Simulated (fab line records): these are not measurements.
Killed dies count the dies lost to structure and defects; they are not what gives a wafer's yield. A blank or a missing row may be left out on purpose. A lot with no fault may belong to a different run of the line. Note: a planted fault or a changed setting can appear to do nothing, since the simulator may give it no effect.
Which tool was responsible?	flow nand_harc	Sampling: 24 lots, 72 wafers, 6 of 1302 route steps

== WHAT THE GAUGES SHOWED, per wafer ==
No reading from a measuring or inspecting step in the record can be judged against a usual standard deviation.

== WHICH TOOL RAN EACH LOT (tool, then ch and the chambers of the sampled wafers, then the start) ==
lot	NHARC_A_STAIRCASE_ETCH_13	NHARC_A_STAIRCASE_TRIM_18	NHARC_A_STAIRCASE_ETCH_19	NHARC_A_STAIRCASE_ETCH_23	NHARC_A_STAIRCASE_ETCH_192	NHARC_A_STAIRCASE_ETCH_194
L075	rie_diel-07 ch 2,3, no start	rie_diel-07 ch 0,2,3, no start	rie_diel-07 ch 0,2, no start	rie_diel-07 ch 0,2,3, no start	rie_diel-07 ch 1,3, no start	rie_diel-07 ch 1,3, no start
L074	rie_diel-03 ch 1,2, no start	rie_diel-03 ch 0,1,3, no start	rie_diel-03 ch 0,2,3, no start	rie_diel-07 ch 1,2, no start	rie_diel-03 ch 0,3, no start	rie_diel-03 ch 0,2,3, no start
L077	rie_diel-13 ch 1,2,3, no start	rie_diel-13 ch 0,2,3, no start	rie_diel-13 ch 0,2,3, no start	rie_diel-07 ch 0,1,3, no start	rie_diel-07 ch 0,1,3, no start	rie_diel-07 ch 1,2,3, no start
L076	rie_diel-03 ch 1,3, no start	rie_diel-03 ch 0,1,3, no start	rie_diel-03 ch 2,3, no start	rie_diel-07 ch 0,1,2, no start	rie_diel-13 ch 1,3, no start	rie_diel-13 ch 0,1,3, no start
L078	rie_diel-13 ch 0,2,3, no start	rie_diel-13 ch 0,1, no start	rie_diel-13 ch 0,2, no start	rie_diel-07 ch 0,3, no start	rie_diel-03 ch 0,2,3, no start	rie_diel-03 ch 0,2, no start
L080	rie_diel-13 ch 0,1, no start	rie_diel-13 ch 0,1,2, no start	rie_diel-13 ch 0,1,2, no start	rie_diel-13 ch 1,2,3, no start	rie_diel-07 ch 0,1,2, no start	rie_diel-07 ch 1,2, no start
L079	rie_diel-03 ch 1,2, no start	rie_diel-03 ch 0,2,3, no start	rie_diel-03 ch 1,2,3, no start	rie_diel-03 ch 0,1,2, no start	rie_diel-13 ch 0,3, no start	rie_diel-13 ch 1,2,3, no start
L082	rie_diel-07 ch 0,2,3, no start	rie_diel-07 ch 0,1,3, no start	rie_diel-07 ch 0,3, no start	rie_diel-07 ch 1,2, no start	rie_diel-03 ch 1,2,3, no start	rie_diel-03 ch 2,3, no start
L081	rie_diel-13 ch 0,1,3, no start	rie_diel-13 ch 0,1, no start	rie_diel-13 ch 0,3, no start	rie_diel-13 ch 1,3, no start	rie_diel-07 ch 0,1, no start	rie_diel-07 ch 1,3, no start
L083	rie_diel-13 ch 0,1,3, no start	rie_diel-13 ch 0,2,3, no start	rie_diel-13 ch 2,3, no start	rie_diel-03 ch 2,3, no start	rie_diel-07 ch 2,3, no start	rie_diel-07 ch 0,1, no start
L085	rie_diel-07 ch 1,3, no start	rie_diel-07 ch 0,1, no start	rie_diel-07 ch 1,2, no start	rie_diel-07 ch 0,1,2, no start	rie_diel-03 ch 1,2,3, no start	rie_diel-03 ch 1,3, no start
L084	rie_diel-13 ch 0,2, no start	rie_diel-13 ch 1,3, no start	rie_diel-13 ch 2,3, no start	rie_diel-07 ch 0,1,2, no start	rie_diel-13 ch 0,1,2, no start	rie_diel-13 ch 0,2, no start
L086	rie_diel-07 ch 0,1,3, no start	rie_diel-07 ch 0,1,2, no start	rie_diel-07 ch 2,3, no start	rie_diel-07 ch 1,2, no start	rie_diel-03 ch 0,1,3, no start	rie_diel-03 ch 0,1, no start
L087	rie_diel-07 ch 1,2,3, no start	rie_diel-07 ch 1,2,3, no start	rie_diel-07 ch 1,2,3, no start	rie_diel-03 ch 0,1,2, no start	rie_diel-03 ch 0,1,3, no start	rie_diel-03 ch 0,1,2, no start
L088	rie_diel-03 ch 1,2, no start	rie_diel-03 ch 0,2,3, no start	rie_diel-03 ch 0,1,2, no start	rie_diel-03 ch 0,2,3, no start	rie_diel-07 ch 0,1,3, no start	rie_diel-07 ch 2,3, no start
L089	rie_diel-07 ch 1,3, no start	rie_diel-07 ch 1,3, no start	rie_diel-07 ch 0,2,3, no start	rie_diel-07 ch 1,2,3, no start	rie_diel-13 ch 0,2,3, no start	rie_diel-13 ch 1,3, no start
L090	rie_diel-13 ch 0,2,3, no start	rie_diel-13 ch 0,1,3, no start	rie_diel-13 ch 0,2,3, no start	rie_diel-03 ch 1,2,3, no start	rie_diel-03 ch 0,1,3, no start	rie_diel-03 ch 0,1,2, no start
L091	rie_diel-07 ch 0,2,3, no start	rie_diel-07 ch 2,3, no start	rie_diel-07 ch 0,1,2, no start	rie_diel-13 ch 0,2,3, no start	rie_diel-07 ch 1,2, no start	rie_diel-07 ch 0,1, no start
L093	rie_diel-13 ch 0,1,2, no start	rie_diel-13 ch 0,2,3, no start	rie_diel-13 ch 0,1,3, no start	rie_diel-13 ch 0,1,2, no start	rie_diel-13 ch 1,2,3, no start	rie_diel-13 ch 1,2,3, no start
L092	rie_diel-07 ch 1,2,3, no start	rie_diel-07 ch 0,1,3, no start	rie_diel-07 ch 0,3, no start	rie_diel-07 ch 1,2, no start	rie_diel-13 ch 0,1,2, no start	rie_diel-13 ch 0,1,3, no start
L094	rie_diel-07 ch 0,2,3, no start	rie_diel-07 ch 2,3, no start	rie_diel-07 ch 0,2,3, no start	rie_diel-13 ch 1,2,3, no start	rie_diel-07 ch 0,3, no start	rie_diel-07 ch 1,2,3, no start
L095	rie_diel-03 ch 0,2, no start	rie_diel-03 ch 0,1,2, no start	rie_diel-03 ch 0,1,3, no start	rie_diel-07 ch 0,2,3, no start	rie_diel-13 ch 0,3, no start	rie_diel-13 ch 0,2,3, no start
L096	rie_diel-03 ch 0,1, no start	rie_diel-03 ch 1,2,3, no start	rie_diel-03 ch 0,1,3, no start	rie_diel-03 ch 2,3, no start	rie_diel-13 ch 0,3, no start	rie_diel-13 ch 1,3, no start
L097	rie_diel-03 ch 0,1,2, no start	rie_diel-03 ch 0,2, no start	rie_diel-03 ch 0,1, no start	rie_diel-03 ch 0,1,3, no start	rie_diel-13 ch 1,2, no start	rie_diel-13 ch 0,2,3, no start
- NHARC_A_STAIRCASE_ETCH_13: etches the open film in C4F8/O2, target depth 100 nm, time 40.5 s.
- NHARC_A_STAIRCASE_TRIM_18: chemistry O2, time 211.2 s.
- NHARC_A_STAIRCASE_ETCH_19: etches the open film in C4F8/O2, target depth 100 nm, time 40.5 s.
- NHARC_A_STAIRCASE_ETCH_23: etches the open film in C4F8/O2, target depth 100 nm, time 40.5 s.
- NHARC_A_STAIRCASE_ETCH_192: etches the open film in C4F8/O2, target depth 100 nm, time 40.5 s.
- NHARC_A_STAIRCASE_ETCH_194: etches the open film in C4F8/O2, target depth 100 nm, time 40.5 s.

== WHAT THE TOOLS THEMSELVES READ (means of the sampled wafers that have a number; where no wafer has one, the mark that the record gives instead) ==
NHARC_A_STAIRCASE_ETCH_13.
lot	tool	oes_product_au (a.u.)	rf_vpp_V (V)
L075	rie_diel-07	0.939	891
L074	rie_diel-03	0.928	894
L077	rie_diel-13	0.940	899
L076	rie_diel-03	0.954	896
L078	rie_diel-13	0.938	898
L080	rie_diel-13	0.944	899
L079	rie_diel-03	0.935	895
L082	rie_diel-07	0.958	891
L081	rie_diel-13	0.946	900
L083	rie_diel-13	0.929	901
L085	rie_diel-07	0.934	890
L084	rie_diel-13	0.955	895
L086	rie_diel-07	0.967	900
L087	rie_diel-07	0.952	900
L088	rie_diel-03	0.948	893
L089	rie_diel-07	0.961	904
L090	rie_diel-13	0.954	896
L091	rie_diel-07	0.948	896
L093	rie_diel-13	0.948	898
L092	rie_diel-07	0.960	899
L094	rie_diel-07	0.966	896
L095	rie_diel-03	0.957	889
L096	rie_diel-03	0.956	891
L097	rie_diel-03	0.953	890

NHARC_A_STAIRCASE_TRIM_18.
lot	tool	drypump_motor_current_A (A)	oes_product_au (a.u.)	rf_vpp_V (V)	showerhead_plenum_p_Torr (Torr)	throttle_valve_pct (%)
L075	rie_diel-07	5.8	1.002	57.0	3.39	17.038
L074	rie_diel-03	5.8	0.995	58.1	3.46	17.034
L077	rie_diel-13	5.8	1.005	57.5	3.56	17.038
L076	rie_diel-03	5.8	0.993	58.3	3.46	17.036
L078	rie_diel-13	5.4	1.004	57.4	3.65	17.039
L080	rie_diel-13	5.5	0.999	58.2	3.60	17.037
L079	rie_diel-03	6.2	1.004	57.4	3.44	17.045
L082	rie_diel-07	6.0	1.004	57.8	3.46	17.031
L081	rie_diel-13	5.4	0.995	58.6	3.68	17.035
L083	rie_diel-13	5.8	1.004	57.6	3.55	17.043
L085	rie_diel-07	6.3	0.995	57.8	3.58	17.034
L084	rie_diel-13	5.7	1.001	57.9	3.68	17.047
L086	rie_diel-07	6.1	1.007	58.5	3.49	17.033
L087	rie_diel-07	6.1	1.006	57.3	3.62	17.033
L088	rie_diel-03	6.2	1.016	57.5	3.43	17.031
L089	rie_diel-07	6.0	1.010	58.3	3.75	17.038
L090	rie_diel-13	5.7	1.002	58.2	3.62	17.027
L091	rie_diel-07	5.8	1.013	58.3	3.67	17.041
L093	rie_diel-13	5.9	0.992	57.6	3.53	17.029
L092	rie_diel-07	6.0	1.015	57.5	3.61	17.033
L094	rie_diel-07	5.8	1.012	57.8	3.54	17.037
L095	rie_diel-03	5.9	1.000	57.7	3.40	17.035
L096	rie_diel-03	5.8	1.005	58.2	3.47	17.034
L097	rie_diel-03	6.3	1.015	57.2	3.34	17.039

NHARC_A_STAIRCASE_ETCH_19.
lot	tool	oes_product_au (a.u.)	rf_vpp_V (V)
L075	rie_diel-07	0.945	894
L074	rie_diel-03	0.946	893
L077	rie_diel-13	0.959	897
L076	rie_diel-03	0.938	896
L078	rie_diel-13	0.924	896
L080	rie_diel-13	0.950	898
L079	rie_diel-03	0.944	896
L082	rie_diel-07	0.935	888
L081	rie_diel-13	0.945	898
L083	rie_diel-13	0.950	896
L085	rie_diel-07	0.953	896
L084	rie_diel-13	0.940	896
L086	rie_diel-07	0.958	896
L087	rie_diel-07	0.955	900
L088	rie_diel-03	0.947	892
L089	rie_diel-07	0.947	896
L090	rie_diel-13	0.947	896
L091	rie_diel-07	0.951	894
L093	rie_diel-13	0.929	899
L092	rie_diel-07	0.950	901
L094	rie_diel-07	0.958	895
L095	rie_diel-03	0.947	892
L096	rie_diel-03	0.944	891
L097	rie_diel-03	0.938	891

NHARC_A_STAIRCASE_ETCH_23.
lot	tool	oes_product_au (a.u.)	rf_vpp_V (V)
L075	rie_diel-07	0.939	891
L074	rie_diel-07	0.944	899
L077	rie_diel-07	0.943	893
L076	rie_diel-07	0.945	896
L078	rie_diel-07	0.941	888
L080	rie_diel-13	0.939	898
L079	rie_diel-03	0.933	893
L082	rie_diel-07	0.939	898
L081	rie_diel-13	0.946	901
L083	rie_diel-03	0.946	895
L085	rie_diel-07	0.956	895
L084	rie_diel-07	0.941	895
L086	rie_diel-07	0.957	897
L087	rie_diel-03	0.946	892
L088	rie_diel-03	0.952	892
L089	rie_diel-07	0.960	899
L090	rie_diel-03	0.956	895
L091	rie_diel-13	0.955	897
L093	rie_diel-13	0.944	898
L092	rie_diel-07	0.938	894
L094	rie_diel-13	0.951	897
L095	rie_diel-07	0.969	896
L096	rie_diel-03	0.950	894
L097	rie_diel-03	0.963	892

NHARC_A_STAIRCASE_ETCH_192.
lot	tool	oes_product_au (a.u.)	rf_vpp_V (V)
L075	rie_diel-07	0.939	896
L074	rie_diel-03	0.932	894
L077	rie_diel-07	0.947	894
L076	rie_diel-13	0.947	902
L078	rie_diel-03	0.947	893
L080	rie_diel-07	0.964	896
L079	rie_diel-13	0.944	897
L082	rie_diel-03	0.952	894
L081	rie_diel-07	0.959	898
L083	rie_diel-07	0.952	889
L085	rie_diel-03	0.943	895
L084	rie_diel-13	0.939	898
L086	rie_diel-03	0.950	893
L087	rie_diel-03	0.955	893
L088	rie_diel-07	0.959	899
L089	rie_diel-13	0.951	896
L090	rie_diel-03	0.954	893
L091	rie_diel-07	0.951	898
L093	rie_diel-13	0.941	898
L092	rie_diel-13	0.938	898
L094	rie_diel-07	0.962	902
L095	rie_diel-13	0.940	896
L096	rie_diel-13	0.945	896
L097	rie_diel-13	0.933	900

NHARC_A_STAIRCASE_ETCH_194.
lot	tool	oes_product_au (a.u.)	rf_vpp_V (V)
L075	rie_diel-07	0.943	892
L074	rie_diel-03	0.943	894
L077	rie_diel-07	0.956	894
L076	rie_diel-13	0.943	901
L078	rie_diel-03	0.953	893
L080	rie_diel-07	0.965	898
L079	rie_diel-13	0.935	899
L082	rie_diel-03	0.954	896
L081	rie_diel-07	0.949	896
L083	rie_diel-07	0.929	898
L085	rie_diel-03	0.927	896
L084	rie_diel-13	0.942	896
L086	rie_diel-03	0.959	892
L087	rie_diel-03	0.968	892
L088	rie_diel-07	0.963	897
L089	rie_diel-13	0.948	901
L090	rie_diel-03	0.953	892
L091	rie_diel-07	0.958	894
L093	rie_diel-13	0.939	898
L092	rie_diel-13	0.932	899
L094	rie_diel-07	0.956	899
L095	rie_diel-13	0.937	896
L096	rie_diel-13	0.936	898
L097	rie_diel-13	0.931	895

== THE ANSWER, worked out from the rows above alone ==
Rule: the lots themselves supply what counts as usual. Put in order of their means at a reading, lots are off if they are a third of the lots or fewer, leave a main group of 4 or more, and stand apart from it by a gap of 3 or more times the standard deviation of the main group's means; of several such gaps the widest counts. A main group whose means are all the same, to the digits that the tables above print for the reading, isn't used. Also off: a lot with no number at a reading for which 4 or more lots have one. Any other lot the step has rows for is counted as sound. The gauges are gone through in route order, then the tools' own readings, and for those a lot's mean is taken as printed above. The first step at which some lot is off is used, and at that step the reading that is off furthest; a lot without a number counts as furthest.
None of the lots is off at any reading shown; this tells nothing.

== WHAT WAS PUT IN BY THE SIMULATOR ==
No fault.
